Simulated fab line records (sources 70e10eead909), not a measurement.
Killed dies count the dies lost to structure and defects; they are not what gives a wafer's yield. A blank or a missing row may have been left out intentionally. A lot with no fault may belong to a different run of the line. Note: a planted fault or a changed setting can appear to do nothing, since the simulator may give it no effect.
Matching of chambers | flow nand harc | NHARC_A_BONDPAD_DEP_00 on pecvd-01: 3 sister chambers
The step deposits SiCN, target thk 250 nm. 6 wafers are shown with their chamber, then 8 later ones without.

== EACH WAFER AND ITS CHAMBER ==
wafer  | chamber | heater power w (W)
L783.2 | 1       | 668
L790.5 | 0       | 482
L791.2 | 2       | 685
L791.4 | 1       | 591
L791.6 | 0       | 479
L801.3 | 2       | 660

== WAFERS WITHOUT THEIR CHAMBER ==
wafer  | heater power w (W)
L801.4 | 414
L801.5 | 649
L802.2 | 459
L802.4 | 463
L802.5 | 570
L806.3 | 420
L806.5 | 425
L806.6 | 643

== WHICH CHAMBER EACH WENT THROUGH ==
wafer  | from the rows above          | in truth
L801.4 | 0                            | 0
L801.5 | can't be placed: 1 or 2      | 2
L802.2 | 0                            | 0
L802.4 | 0                            | 0
L802.5 | can't be placed: 1 or 0 or 2 | 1
L806.3 | 0                            | 0
L806.5 | 0                            | 0
L806.6 | can't be placed: 1 or 2      | 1
Correct placement for 5 of the 8. These rows do not allow placing 3 (true chamber among the candidates in 3). Wrongly placed: 0.
How it was worked out, from the rows above alone: a wafer's distance from a chamber is the root of the sum, over the readings, of the square of ((its reading less the chamber's mean) divided by the reading's scatter). If the next closest chamber is less than 2 further off than the closest, the wafer can't be placed; otherwise it belongs to the closest. A chamber's mean is the mean of its shown wafers. How the scatter is found: for the shown wafers, subtract from each reading the mean of its chamber, square and add these, divide the total by (wafers less chambers), then take the root.
